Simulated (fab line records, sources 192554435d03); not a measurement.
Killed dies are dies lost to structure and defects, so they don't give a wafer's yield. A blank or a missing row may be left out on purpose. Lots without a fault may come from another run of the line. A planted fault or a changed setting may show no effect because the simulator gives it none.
fab line records | flow n5_finfet
record lots=9 wafers=27 last_day=18
route steps=1938 shown SD_EPI_N@288 SD_EPI_P@308 SD_ACTIVATION@332 ILD0@343 BEOL_M4@1111 PASSIVATION@1936
lots that met no fault: from a run of the same line without faults
start_h: hours from the record's first day to the start of the lot's first wafer shown | wait_h: hours since the lot's step before | " the same as in the row above | L1.1+2: a row that stands for several wafers | - no value, or no start given | * or withheld: withheld | < > ~ a bound
route shown NAME@n: a module of which the file shows steps, and the number in the route of the first | usual: mean/standard deviation of fault-free wafers | same: alike in all rows | chamber/n: place in a boat | sites: the reading at each site | _std_site: their standard deviation | _edge_site: outer sites' mean less inner sites' | radius_mm: how far each site lies from the wafer's centre | mask NAME#n: copy n | behind: the tool/chamber that last shaped the wafer | hold: why the lot was held/for how many hours/how that ended | device: the transistor (n, p or np) that didn't switch | end of line: the same wafers' tests at the end of the route | a step without rows: its recipe alone | killed: dies lost to structure and defects at the first sort, not the wafer's yield | map: a wafer's dies, x killed, . not, _ none there
set.NAME: the setting as run; set.NAME@STEP: as run at that earlier step | model.NAME: the simulator's own value behind a step, which no gauge read
steps of the route over a sample of lots; a table a step, a row a wafer
services: from which hour (start_h, from the record's first day; less than 0 if before it) a tool's chamber was out of use, for how many hours, and why
## steps
# step N5_SD_EPI_N_EPI_21
# recipe material=Si:P dopant=P temp_c=680 pressure_torr=255 time_s=690
# usual susceptor_temp_C=679.99/0.29
# columns lot.wafer tool chamber start_h wait_h susceptor_temp_C
L502.3 epi_rpcvd-03 0 69.22 0.9 680.32
L502.4 " 0 " " 679.98
L502.6 " 0 " " 679.92
L508.3 epi_rpcvd-02 0 99.83 0.7 679.98
L508.4 " 0 " " 680.07
L508.6 " 0 " " 680.08
L510.2 epi_rpcvd-02 0 113.61 0.4 679.78
L510.3 " 0 " " 679.63
L510.6 " 0 " " 680.06
L512.2 epi_rpcvd-03 0 126.88 0.5 680.10
L512.3 " 0 " " 679.82
L512.6 " 0 128.37 1.9 679.45
L513.1 epi_rpcvd-02 0 130.25 0.1 679.47
L513.2 " 0 " " 679.90
L513.5 " 0 " " 680.12
L514.1 epi_rpcvd-03 0 138.80 0.3 679.91
L514.5 " 0 140.29 1.5 680.06
L514.6 " 0 " " 679.80
L515.1 epi_rpcvd-02 0 140.21 0.2 680.34
L515.2 " 0 " " 680.14
L515.6 " 0 142.07 1.9 680.37
L518.2 epi_rpcvd-02 0 157.33 0.4 680.62
L518.3 " 0 " " 680.21
L518.6 " 0 " " 680.12
L522.3 epi_rpcvd-01 0 184.00 0.7 680.16
L522.4 " 0 " " 680.07
L522.5 " 0 " " 679.64
# step N5_SD_EPI_P_ETCH_37
# recipe chemistry=N2/H2 target=SOC overetch_a=1080 mask_material=SiARC temp_c=40 ion_energy_ev=100 source_w=3000 bias_w=133 pressure_mtorr=20 time_s=486 n2_flow_sccm=200 h2_flow_sccm=200 ends=end_point
# usual drypump_motor_current_A=5.6/0.43 oes_product_au=0.72/0.078 rf_vpp_V=240.6/1.5 showerhead_plenum_p_Torr=2.53/0.089 throttle_valve_pct=23.8/0.36
# columns lot.wafer tool chamber start_h wait_h drypump_motor_current_A oes_product_au rf_hours_counter_h rf_vpp_V showerhead_plenum_p_Torr throttle_valve_pct
L502.3 rie_diel-03 3 71.89 0.0 5.9 0.63 243 241.9 2.57 23.5
L502.4 " 1 " " 4.9 0.63 227 241.6 2.64 24.4
L502.6 " 1 " " 4.9 0.63 - 241.6 2.64 24.4
L508.3 rie_diel-04 1 102.19 0.0 5.1 0.62 210 240.1 2.49 23.6
L508.4 " 2 " " 5.0 0.69 152 239.5 2.44 23.9
L508.6 " 0 " " 6.3 0.81 - 240.0 2.49 24.2
L510.2 rie_diel-03 2 116.62 0.0 5.9 0.65 195 239.6 2.42 23.7
L510.3 " 1 " " 4.9 0.62 243 242.2 2.63 24.4
L510.6 " 0 " " 5.8 0.67 - 243.4 2.65 24.2
L512.2 rie_diel-03 1 129.91 0.0 4.9 0.62 246 241.4 2.63 24.4
L512.3 " 0 " " 5.8 0.66 155 241.1 2.65 24.2
L512.6 " 2 " " 6.0 0.65 - 239.7 2.42 23.7
L513.1 rie_diel-04 3 132.98 0.0 5.4 0.79 20 243.2 2.71 23.3
L513.2 " 2 " " 5.0 0.68 162 239.2 2.44 23.9
L513.5 " 3 " " 5.4 0.79 - 242.3 2.71 23.3
L514.1 rie_diel-05 0 142.56 0.0 6.1 0.85 15 239.7 2.50 23.5
L514.5 " 1 " " 5.5 0.68 - 239.6 2.42 23.2
L514.6 " 0 " " 6.1 0.85 - 241.4 2.50 23.5
L515.1 rie_diel-03 2 143.71 0.0 5.9 0.64 204 238.1 2.41 23.7
L515.2 " 3 " " 5.9 0.84 7 243.1 2.57 23.3
L515.6 " 3 " " 5.9 0.84 - 241.3 2.57 23.4
L518.2 rie_diel-05 3 160.32 0.0 5.4 0.73 73 241.0 2.55 23.9
L518.3 " 2 " " 5.8 0.68 133 240.1 2.54 24.2
L518.6 " 2 " " 5.8 0.68 - 242.2 2.54 24.2
L522.3 rie_diel-05 3 186.87 0.0 5.4 0.72 80 242.1 2.55 23.9
L522.4 " 1 " " 5.5 0.66 169 239.0 2.41 23.3
L522.5 " 3 " " 5.4 0.73 - 242.1 2.55 23.9
# step N5_SD_EPI_P_EPI_MEAS_23
# recipe mode=xrd
# usual thk_nm=61.1/1.3
# columns lot.wafer tool chamber start_h wait_h thk_nm
L502.3 film_metro-01 - 76.19 1.5 59.7
L502.4 " - " " 57.5
L502.6 " - " " 56.7
L508.3 film_metro-02 - 105.65 1.1 59.8
L508.4 " - " " 61.8
L508.6 " - " " 60.5
L510.2 film_metro-02 - 120.07 1.5 62.0
L510.3 " - " " 62.7
L510.6 " - " " 61.7
L512.2 film_metro-02 - 134.51 2.0 61.6
L512.3 " - " " 60.2
L512.6 " - " " 61.7
L513.1 film_metro-01 - 136.43 1.8 62.5
L513.2 " - " " 62.0
L513.5 " - " " 61.4
L514.1 film_metro-01 - 146.02 1.8 60.1
L514.5 " - " " 61.4
L514.6 " - " " 59.3
L515.1 film_metro-01 - 147.19 1.9 58.8
L515.2 " - " " 61.3
L515.6 " - " " 62.1
L518.2 film_metro-01 - 163.77 1.5 61.7
L518.3 " - " " 62.8
L518.6 " - " " 61.1
L522.3 film_metro-01 - 191.17 1.5 59.1
L522.4 " - " " 61.2
L522.5 " - " " 59.3
# step N5_SD_ACTIVATION_RS_MEAS_03
# recipe thk_meas_gauge=four-point-probe
# usual RS_SD_N=21.95/0.28 RS_SD_P=56.1/0.84
# columns lot.wafer tool chamber start_h wait_h RS_SD_N[ohm/sq] RS_SD_P[ohm/sq]
L502.3 film_metro-02 - 76.85 0.2 22.18 56.3
L502.4 " - " " 22.19 56.7
L502.6 " - " " 21.98 55.8
L508.3 film_metro-01 - 106.31 0.2 22.48 55.7
L508.4 " - " " 22.67 56.0
L508.6 " - " " 21.98 55.6
L510.2 film_metro-01 - 120.77 0.2 22.04 55.9
L510.3 " - " " 22.28 55.7
L510.6 " - " " 21.97 55.6
L512.2 film_metro-02 - 135.13 0.2 22.08 54.9
L512.3 " - " " 21.79 54.1
L512.6 " - " " 22.08 54.2
L513.1 film_metro-02 - 137.20 0.2 23.03 56.2
L513.2 " - " " 22.80 56.2
L513.5 " - " " 22.74 56.6
L514.1 film_metro-01 - 146.70 0.2 21.86 56.8
L514.5 " - " " 22.36 57.2
L514.6 " - " " 21.83 57.4
L515.1 film_metro-01 - 147.83 0.2 22.78 54.8
L515.2 " - " " 22.97 54.5
L515.6 " - " " 22.96 54.9
L518.2 film_metro-02 - 164.41 0.2 23.24 56.3
L518.3 " - " " 23.05 55.2
L518.6 " - " " 23.07 56.4
L522.3 film_metro-01 - 191.81 0.2 22.33 57.8
L522.4 " - " " 22.40 57.1
L522.5 " - " " 22.18 57.7
# step N5_ILD0_ALD_15
# recipe material=SiNx target_thk_a=240 temp_c=400 ald_precursor_family=SiH2I2 ald_co_reactant=N2/H2-plasma pulse_time_s=1 ald_cycles=480 purge_time_s=2 co_reactant_purge_time_s=2 pressure_torr=2
# usual heater_power_w=888/71 precursor_pulse_height_rel=0.999/0.017 susceptor_temp_C=399.99/0.23
# columns lot.wafer tool chamber start_h wait_h heater_power_w precursor_pulse_height_rel susceptor_temp_C
L502.3 ald_sin-04 0 80.87 0.4 947 0.968 399.79
L502.4 " 1 " " 824 1.017 400.01
L502.6 " 2 81.95 1.1 850 0.998 400.28
L508.3 ald_sin-02 1 110.41 0.4 935 1.011 400.29
L508.4 " 2 " " 780 1.004 400.20
L508.6 " 3 111.50 1.1 766 1.009 399.71
L510.2 ald_sin-03 1 124.91 0.6 949 1.003 400.20
L510.3 " 3 " " 1033 0.992 399.98
L510.6 " 3 126.00 1.2 1039 1.025 400.15
L512.2 ald_sin-02 0 140.30 0.5 877 1.014 400.08
L512.3 " 3 " " 770 1.016 399.90
L512.6 " 2 141.39 1.1 774 0.970 400.39
L513.1 ald_sin-03 0 141.50 0.8 904 1.007 399.62
L513.2 " 1 " " 949 0.955 400.09
L513.5 " 2 142.59 1.3 883 1.031 400.31
L514.1 ald_sin-02 1 151.15 0.6 975 0.990 399.87
L514.5 " 0 152.23 1.2 896 1.018 400.10
L514.6 " 3 " " 785 1.016 399.69
L515.1 ald_sin-04 0 152.69 0.6 942 0.977 400.11
L515.2 " 1 " " 816 1.004 399.94
L515.6 " 2 153.78 1.1 863 1.007 400.07
L518.2 ald_sin-04 3 168.69 0.5 829 0.995 400.08
L518.3 " 1 " " 819 0.991 399.96
L518.6 " 1 169.77 1.1 808 1.023 399.91
L522.3 ald_sin-02 0 196.21 0.4 865 1.005 399.87
L522.4 " 2 " " 720 1.027 399.83
L522.5 " 3 197.30 1.2 812 1.014 399.81
# step N5_BEOL_M4_RC_MEAS_101
# usual DIBL_N=36.9/1.7 DIBL_P=37.3/2.3 IOFF_N=0.16/0.033 IOFF_P=0.22/0.04 ION_N=673/12 ION_P=463/8 REXT_N=75.2/1.8 RS_SD_N=28.5/0.37 SS_N=71.6/0.58 SS_P=73.4/0.74 VT_N=250/3.2 VT_P=-250/3.4
# columns lot.wafer tool chamber start_h wait_h DIBL_N[mV/V] DIBL_P[mV/V] IOFF_N[nA/um] IOFF_P[nA/um] ION_N[uA/um] ION_P[uA/um] REXT_N[ohm.um] RS_SD_N[ohm/sq] SS_N[mV/dec] SS_P[mV/dec] VT_N[mV] VT_P[mV]
L502.3 prober-02 0 190.68 0.3 39.3 42.2 0.25 0.33 684 475 74.7 28.4 72.0 73.5 245 -245
L502.4 " 0 " " 38.8 40.3 0.20 0.28 681 465 74.8 28.3 71.8 74.5 248 -247
L502.6 " 0 " " 36.7 38.6 0.17 0.25 695 480 74.6 28.3 72.0 72.9 250 -247
L508.3 prober-02 0 217.30 0.3 36.2 35.5 0.13 0.18 659 453 76.6 29.0 72.0 73.3 256 -252
L508.4 " 0 " " 35.7 36.2 0.13 0.18 655 452 77.9 29.3 71.5 72.9 255 -252
L508.6 " 0 " " 37.7 37.3 0.16 0.21 664 457 76.3 28.4 72.6 72.8 252 -250
L510.2 prober-02 0 225.60 0.2 38.0 39.0 0.20 0.30 690 487 75.2 28.7 71.6 73.9 245 -242
L510.3 " 0 " " 37.7 38.5 0.17 0.29 669 474 75.5 28.6 71.6 74.0 251 -245
L510.6 " 0 " " 37.2 37.2 0.16 0.25 673 471 74.1 28.6 71.3 72.9 251 -245
L513.1 prober-01 0 254.55 0.0 37.0 38.6 0.17 0.26 668 467 79.2 29.3 71.1 74.6 249 -248
L513.2 " 0 " " 37.2 38.1 0.17 0.25 677 469 77.7 29.4 71.3 73.7 247 -248
L513.5 " 0 " " 37.2 37.8 0.16 0.24 674 465 78.3 29.5 72.3 73.2 248 -248
L514.1 prober-02 0 254.92 0.0 38.1 37.7 0.17 0.26 676 469 77.5 27.9 71.7 73.6 250 -247
L514.5 " 0 " " 38.0 36.8 0.17 0.22 674 462 77.1 28.7 71.7 73.1 248 -252
L514.6 " 0 " " 36.9 36.9 0.17 0.24 699 477 77.0 28.1 71.6 73.4 249 -249
L512.2 prober-01 0 256.41 0.2 36.9 36.1 0.15 0.25 664 464 74.9 28.7 70.8 72.6 251 -243
L512.3 " 0 " " 37.1 36.9 0.15 0.26 666 464 75.3 28.5 71.7 73.8 252 -248
L512.6 " 0 " " 37.4 37.8 0.17 0.28 686 474 75.1 28.4 71.7 72.7 249 -243
L515.1 prober-01 0 261.93 0.0 34.3 36.1 0.12 0.18 670 468 80.2 29.5 70.8 73.3 255 -256
L515.2 " 0 " " 34.7 36.8 0.11 0.19 639 452 81.8 29.8 71.5 73.2 258 -253
L515.6 " 0 " " 34.6 36.9 0.12 0.20 657 462 81.5 29.5 71.5 73.1 254 -252
L518.2 prober-01 0 271.95 0.2 35.8 35.1 0.12 0.20 642 456 82.3 30.0 71.0 73.8 258 -252
L518.3 " 0 " " 35.0 35.2 0.11 0.20 650 458 81.4 30.0 70.9 73.1 256 -251
L518.6 " 0 " " 34.6 34.5 0.11 0.19 649 453 81.2 29.8 71.5 73.3 254 -251
L522.3 prober-02 0 307.75 0.3 38.6 39.3 0.18 0.24 673 459 78.3 28.8 71.7 73.9 252 -252
L522.4 " 0 " " 39.3 39.4 0.18 0.23 669 459 78.9 28.9 72.6 74.4 251 -253
L522.5 " 0 " " 37.7 38.0 0.14 0.21 661 453 78.4 28.9 72.0 73.8 255 -255
# step N5_PASSIVATION_PROBE_49
# usual defect_limited_yield=91.2/1.3 killed_at_M0_to_M3=34/10 killed_at_M4_up=13/4.6 killed_at_contacts=13/5.5 killed_at_front_end=41/12 killed_at_other=2.8/2.4 killed_dies=104/16 killed_open=67/12 killed_short=33/7.2 sort_bin_5_function=5.1/0.86 sort_bin_6_memory=3.3/0.62 sort_bin_8_speed=0.00/0.014 sort_n_pass=1076/16
# same gross_dies=1180 killed_at_back_side=0 sort_bin_4_leakage[%]=0
# columns lot.wafer tool chamber start_h wait_h defect_limited_yield[%] killed_at_M0_to_M3 killed_at_M4_up killed_at_contacts killed_at_front_end killed_at_other killed_dies killed_open killed_short sort_bin_5_function[%] sort_bin_6_memory[%] sort_bin_8_speed[%] sort_n_pass
L502.3 prober-02 - 306.14 0.1 91.0 42 13 13 37 1 106 77 24 5.1 3.1 0 1074
L502.4 prober-02 - 306.19 0.2 90.3 33 14 15 50 3 115 71 43 5.4 4.0 0 1065
L502.6 prober-02 - 306.29 0.3 90.4 38 17 11 46 1 113 73 35 5.8 3.1 0 1067
L508.3 prober-01 - 326.19 0.1 91.4 23 10 10 56 3 102 54 33 4.7 2.7 0 1078
L508.4 prober-01 - 326.24 0.2 92.2 31 8 10 43 0 92 52 30 4.5 2.6 0 1088
L508.6 prober-01 - 326.34 0.3 91.7 32 11 21 31 3 98 57 35 5.1 3.1 0 1082
L510.2 prober-02 - 335.66 0.1 89.2 38 19 16 52 2 127 92 29 6.4 4.0 0 1053
L510.3 prober-02 - 335.71 0.1 89.9 37 14 19 49 0 119 67 44 5.9 3.4 0 1061
L510.6 prober-02 - 335.86 0.3 90.7 33 13 21 41 2 110 69 41 6.4 2.5 0 1070
L514.1 prober-02 - 358.99 0.0 90.9 38 13 11 45 0 107 65 38 5.1 3.4 0 1073
L514.5 prober-02 - 359.19 0.2 90.8 30 18 5 55 0 108 74 32 5.9 2.9 0 1072
L514.6 prober-02 - 359.24 0.3 90.7 24 14 16 55 1 110 69 31 5.6 2.6 0 1070
L512.2 prober-02 - 364.58 0.1 90.5 38 10 6 56 2 112 69 41 5.6 3.4 0 1068
L512.3 prober-02 - 364.63 0.1 89.2 68 5 14 36 4 127 76 47 6.2 3.9 0 1053
L512.6 prober-02 - 364.78 0.3 90.4 36 10 20 45 2 113 73 36 6.2 3.0 0 1067
L518.2 prober-02 - 368.49 0.1 90.3 45 6 11 51 2 115 63 41 6.0 3.4 0 1065
L518.3 prober-02 - 368.54 0.1 89.7 55 20 3 42 1 121 68 38 5.8 3.3 0 1059
L518.6 prober-02 - 368.69 0.3 89.9 46 18 10 38 7 119 72 39 5.9 3.8 0 1061
L515.1 prober-01 - 369.72 0.0 89.9 42 13 16 44 4 119 88 27 5.4 4.4 0 1061
L515.2 prober-01 - 369.77 0.1 92.3 16 14 5 46 10 91 60 27 5.0 2.6 0 1089
L515.6 prober-01 - 369.97 0.3 90.8 47 4 13 41 4 109 76 27 5.4 3.4 0 1071
L513.1 prober-01 - 376.01 0.0 92.2 27 18 13 33 1 92 55 33 4.3 2.9 0 1088
L513.2 prober-01 - 376.06 0.1 94.2 16 9 5 35 4 69 45 17 3.3 2.2 0.17 1111
L513.5 prober-01 - 376.21 0.2 92.2 21 12 8 47 4 92 57 30 4.4 3.2 0 1088
L522.3 prober-02 - 419.94 0.1 90.4 39 10 10 48 6 113 83 25 5.4 4.1 0 1067
L522.4 prober-02 - 419.99 0.2 91.6 28 15 8 47 1 99 64 31 4.7 3.2 0 1081
L522.5 prober-02 - 420.04 0.2 90.6 40 17 17 29 8 111 76 30 5.3 4.0 0 1069
# killed by level:class
L502.3 BEOL_M1:geometric_particle:open=17 MOL_CONTACT_COAG:geometric_particle:open=11 FIN_SAQP:geometric_particle:open=6 DUMMY_GATE:geometric_particle:open=6 STI_FIN_REVEAL:geometric_particle:open=5 BEOL_M0_SAQP:geometric_particle:open=5 BEOL_M4:geometric_particle:open=5 BEOL_M0_SAQP:geometric_particle:short=4
L502.4 FIN_SAQP:geometric_particle:open=18 MOL_CONTACT_COAG:geometric_particle:open=10 BEOL_M1:geometric_particle:open=8 BEOL_M0_SAQP:geometric_particle:short=7 BEOL_M0_SAQP:geometric_particle:open=6 FIN_SAQP:geometric_particle:short=5 ILD0:geometric_particle:short=5 GATE_CUT:geometric_particle:short=5
L502.6 FIN_SAQP:geometric_particle:open=11 BEOL_M0_SAQP:geometric_particle:open=11 MOL_CONTACT_COAG:geometric_particle:open=9 BEOL_M1:geometric_particle:open=7 BEOL_M2:geometric_particle:open=6 DUMMY_GATE:geometric_particle:open=5 GATE_CUT:geometric_particle:short=5 STARTING-WAFER:geometric_particle:short=5
L508.3 STI_FIN_REVEAL:geometric_particle:open=11 GATE_CUT:geometric_particle:short=9 HKMG_FIN:area_etch=9 FIN_SAQP:geometric_particle:open=8 MOL_CONTACT_COAG:geometric_particle:open=7 BEOL_M0_SAQP:geometric_particle:short=6 DUMMY_GATE:geometric_particle:open=4 BEOL_M1:geometric_particle:open=4
L508.4 MOL_CONTACT_COAG:geometric_particle:open=8 GATE_CUT:geometric_particle:short=7 BEOL_M1:geometric_particle:open=7 HKMG_FIN:area_etch=6 BEOL_M3:geometric_particle:open=5 FIN_SAQP:geometric_particle:open=4 GATE_CUT:geometric_particle:open=4 BEOL_M0_SAQP:geometric_particle:open=4
L508.6 MOL_CONTACT_COAG:geometric_particle:open=14 BEOL_M0_SAQP:geometric_particle:short=8 MOL_CONTACT_COAG:geometric_particle:short=7 GATE_CUT:geometric_particle:short=6 BEOL_M1:geometric_particle:open=6 GATE_CUT:geometric_particle:open=5 BEOL_M0_SAQP:geometric_particle:open=5 STI_FIN_REVEAL:geometric_particle:open=4
L510.2 MOL_CONTACT_COAG:geometric_particle:open=14 BEOL_M2:geometric_particle:open=11 BEOL_M4:geometric_particle:open=10 FIN_SAQP:geometric_particle:open=8 GATE_CUT:geometric_particle:open=7 BEOL_M3:geometric_particle:open=7 DUMMY_GATE:geometric_particle:open=6 GATE_CUT:geometric_particle:short=6
L510.3 MOL_CONTACT_COAG:geometric_particle:open=14 BEOL_M0_SAQP:geometric_particle:open=10 STI_FIN_REVEAL:geometric_particle:open=9 BEOL_M0_SAQP:geometric_particle:short=9 BEOL_M4:geometric_particle:open=8 HKMG_FIN:area_etch=7 FIN_SAQP:geometric_particle:short=6 BEOL_M1:geometric_particle:short=6
L510.6 MOL_CONTACT_COAG:geometric_particle:open=15 BEOL_M3:geometric_particle:open=11 STI_FIN_REVEAL:geometric_particle:open=8 BEOL_M4:geometric_particle:open=8 BEOL_M0_SAQP:geometric_particle:short=7 FIN_SAQP:geometric_particle:open=6 GATE_CUT:geometric_particle:short=6 MOL_CONTACT_COAG:geometric_particle:short=6
L514.1 STI_FIN_REVEAL:geometric_particle:open=9 BEOL_M1:geometric_particle:open=8 BEOL_M0_SAQP:geometric_particle:open=7 FIN_SAQP:geometric_particle:open=6 MOL_CONTACT_COAG:geometric_particle:short=6 BEOL_M2:geometric_particle:open=6 DUMMY_GATE:geometric_particle:open=5 GATE_CUT:geometric_particle:short=5
L514.5 STI_FIN_REVEAL:geometric_particle:open=13 BEOL_M0_SAQP:geometric_particle:short=10 GATE_CUT:geometric_particle:short=10 BEOL_M0_SAQP:geometric_particle:open=9 GATE_CUT:geometric_particle:open=8 BEOL_M4:geometric_particle:open=7 MOL_CONTACT_COAG:geometric_particle:open=5 DUMMY_GATE:geometric_particle:open=5
L514.6 MOL_CONTACT_COAG:geometric_particle:open=12 GATE_CUT:geometric_particle:short=11 BEOL_M4:geometric_particle:open=10 STI_FIN_REVEAL:geometric_particle:open=9 FIN_SAQP:geometric_particle:open=8 HKMG_FIN:area_etch=8 BEOL_M3:geometric_particle:open=7 FIN_SAQP:geometric_particle:short=5
L512.2 STI_FIN_REVEAL:geometric_particle:open=13 GATE_CUT:geometric_particle:short=10 BEOL_M2:geometric_particle:open=9 FIN_SAQP:geometric_particle:short=8 BEOL_M3:geometric_particle:open=8 BEOL_M0_SAQP:geometric_particle:open=7 GATE_CUT:geometric_particle:open=6 BEOL_M1:geometric_particle:open=5
L512.3 BEOL_M0_SAQP:geometric_particle:short=16 BEOL_M3:geometric_particle:open=15 MOL_CONTACT_COAG:geometric_particle:open=14 BEOL_M1:geometric_particle:open=13 BEOL_M0_SAQP:geometric_particle:open=12 GATE_CUT:geometric_particle:short=10 BEOL_M1:geometric_particle:short=6 FIN_SAQP:geometric_particle:open=4
L512.6 MOL_CONTACT_COAG:geometric_particle:open=19 BEOL_M3:geometric_particle:open=12 BEOL_M0_SAQP:geometric_particle:short=9 STI_FIN_REVEAL:geometric_particle:open=7 GATE_CUT:geometric_particle:open=7 GATE_CUT:geometric_particle:short=7 BEOL_M0_SAQP:geometric_particle:open=6 FIN_SAQP:geometric_particle:short=5
L518.2 BEOL_M0_SAQP:geometric_particle:open=13 BEOL_M0_SAQP:geometric_particle:short=11 MOL_CONTACT_COAG:geometric_particle:open=10 STI_FIN_REVEAL:geometric_particle:open=8 FIN_SAQP:geometric_particle:short=7 BEOL_M1:geometric_particle:open=7 GATE_CUT:geometric_particle:short=6 STARTING-WAFER:geometric_particle:open=5
L518.3 BEOL_M0_SAQP:geometric_particle:open=11 HKMG_FIN:area_etch=11 BEOL_M3:geometric_particle:open=10 BEOL_M1:geometric_particle:open=9 BEOL_M0_SAQP:geometric_particle:short=7 DUMMY_GATE:geometric_particle:open=6 BEOL_M4:geometric_particle:short=6 BEOL_M2:geometric_particle:open=5
L518.6 BEOL_M0_SAQP:geometric_particle:open=12 BEOL_M0_SAQP:geometric_particle:short=9 STI_FIN_REVEAL:geometric_particle:open=8 BEOL_M1:geometric_particle:open=7 BEOL_M4:geometric_particle:open=7 DUMMY_GATE:geometric_particle:open=6 MOL_CONTACT_COAG:geometric_particle:open=6 BEOL_M2:geometric_particle:open=5
L515.1 FIN_SAQP:geometric_particle:open=15 MOL_CONTACT_COAG:geometric_particle:open=12 BEOL_M0_SAQP:geometric_particle:open=11 BEOL_M2:geometric_particle:open=11 BEOL_M0_SAQP:geometric_particle:short=10 BEOL_M1:geometric_particle:open=8 BEOL_M5:geometric_particle:open=8 DUMMY_GATE:geometric_particle:open=7
L515.2 STI_FIN_REVEAL:geometric_particle:open=9 FIN_SAQP:geometric_particle:open=9 FIN_SAQP:geometric_particle:short=7 BEOL_M2:geometric_particle:open=6 BEOL_M0_SAQP:geometric_particle:short=5 GATE_CUT:geometric_particle:open=4 MOL_CONTACT_COAG:geometric_particle:open=4 STARTING-WAFER:geometric_particle:open=4
L515.6 BEOL_M0_SAQP:geometric_particle:open=15 BEOL_M2:geometric_particle:open=15 FIN_SAQP:geometric_particle:short=8 FIN_SAQP:geometric_particle:open=8 MOL_CONTACT_COAG:geometric_particle:open=8 BEOL_M0_SAQP:geometric_particle:short=6 STARTING-WAFER:geometric_particle:open=6 GATE_CUT:geometric_particle:open=5
L513.1 FIN_SAQP:geometric_particle:open=17 MOL_CONTACT_COAG:geometric_particle:open=9 BEOL_M0_SAQP:geometric_particle:short=7 BEOL_M0_SAQP:geometric_particle:open=7 FIN_SAQP:geometric_particle:short=4 GATE_CUT:geometric_particle:short=4 MOL_CONTACT_COAG:geometric_particle:short=4 BEOL_M3:geometric_particle:open=3
L513.2 FIN_SAQP:geometric_particle:open=13 FIN_SAQP:geometric_particle:short=7 STARTING-WAFER:geometric_particle:open=6 MOL_CONTACT_COAG:geometric_particle:open=5 BEOL_M2:geometric_particle:open=3 STARTING-WAFER:geometric_particle:short=3 GATE_CUT:geometric_particle:open=2 BEOL_M0_SAQP:geometric_particle:open=2
L513.5 FIN_SAQP:geometric_particle:open=16 FIN_SAQP:geometric_particle:short=10 MOL_CONTACT_COAG:geometric_particle:open=7 BEOL_M2:geometric_particle:open=5 BEOL_M3:geometric_particle:open=4 FIN_CUT:geometric_particle:open=3 SPACER0:geometric_particle:short=3 GATE_CUT:geometric_particle:short=3
L522.3 STI_FIN_REVEAL:geometric_particle:open=18 FIN_SAQP:geometric_particle:open=9 MOL_CONTACT_COAG:geometric_particle:open=7 BEOL_M0_SAQP:geometric_particle:open=7 BEOL_M3:geometric_particle:open=6 BEOL_M0:geometric_particle:open=5 GATE_CUT:geometric_particle:open=5 BEOL_M0_SAQP:geometric_particle:short=5
L522.4 FIN_SAQP:geometric_particle:open=16 FIN_SAQP:geometric_particle:short=9 BEOL_M1:geometric_particle:open=8 BEOL_M0_SAQP:geometric_particle:open=7 MOL_CONTACT_COAG:geometric_particle:open=4 MOL_CONTACT_COAG:geometric_particle:short=4 BEOL_M0_SAQP:geometric_particle:short=4 BEOL_M4:geometric_particle:open=4
L522.5 MOL_CONTACT_COAG:geometric_particle:open=14 STI_FIN_REVEAL:geometric_particle:open=8 BEOL_M0_SAQP:geometric_particle:short=7 BEOL_M0_SAQP:geometric_particle:open=7 BEOL_M1:geometric_particle:open=7 FIN_SAQP:geometric_particle:short=5 BEOL_M3:geometric_particle:open=5 BEOL_M4:geometric_particle:open=5
## services
# columns tool chamber start_h hours kind
epi_rpcvd-02 - 48.07 0.6 repair
ald_sin-04 0 61.54 4.6 repair
ald_sin-03 1 70.58 1.9 repair
ald_sin-02 1 71.02 3.9 repair
rie_diel-03 3 74.51 6.5 repair
rie_diel-03 0 83.65 4.6 repair
ald_sin-02 3 85.31 6.2 repair
rie_diel-03 3 104.46 - clean
rie_diel-03 3 104.46 - consumable_replace:focus_ring
rie_diel-03 3 104.46 15.2 scheduled_down
rie_diel-03 3 104.46 15.2 vent_cycle
ald_sin-02 2 118.66 2.2 repair
ald_sin-03 2 121.08 6.2 repair
epi_rpcvd-01 - 126.69 8.1 pm
rie_diel-03 1 142.65 - clean
rie_diel-03 1 142.65 - consumable_replace:focus_ring
rie_diel-03 1 142.65 26.3 scheduled_down
rie_diel-03 1 142.65 26.3 vent_cycle
ald_sin-03 1 147.61 3.5 repair
ald_sin-03 - 151.62 0.4 repair
rie_diel-03 2 161.67 4.7 repair
ald_sin-02 - 177.93 14.0 pm
ald_sin-02 0 177.93 14.0 vent_cycle
ald_sin-02 1 177.93 14.0 vent_cycle
## key
first_sign step=N5_SD_ACTIVATION_RS_MEAS_03 reading=RS_SD_N direction=up sigmas=3.6 usual=21.95 struck=22.96
effect step=N5_BEOL_M4_RC_MEAS_101 reading=RS_SD_N direction=up sigmas=3.2 usual=28.5 struck=29.6
effect step=N5_BEOL_M4_RC_MEAS_101 reading=REXT_N direction=up sigmas=2.9 usual=75.2 struck=80.4
effect step=N5_BEOL_M4_RC_MEAS_101 reading=ION_N direction=down sigmas=1.3 usual=673 struck=658
met_at N5_SD_EPI_N_EPI_21
struck_lots L513,L515,L518
baseline_loss step=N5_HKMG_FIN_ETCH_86 wafers=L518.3
not_acting_at N5_SD_EPI_P_ETCH_37,N5_SD_EPI_P_EPI_MEAS_23,N5_ILD0_ALD_15
onset_between 113.61 130.25
fault kind=process_parameter_drift tool=epi_rpcvd-02 chamber=- onset_h=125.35 steps=N5_SD_EPI_N_EPI_21 channel=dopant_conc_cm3 offset=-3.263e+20 shape=step end_h=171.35 acts_in=these_recipes_only stated=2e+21
# baseline_loss: these wafers lose ten dies or more at that step, a loss of the line's own and not of a fault; the sort's usual values leave them out
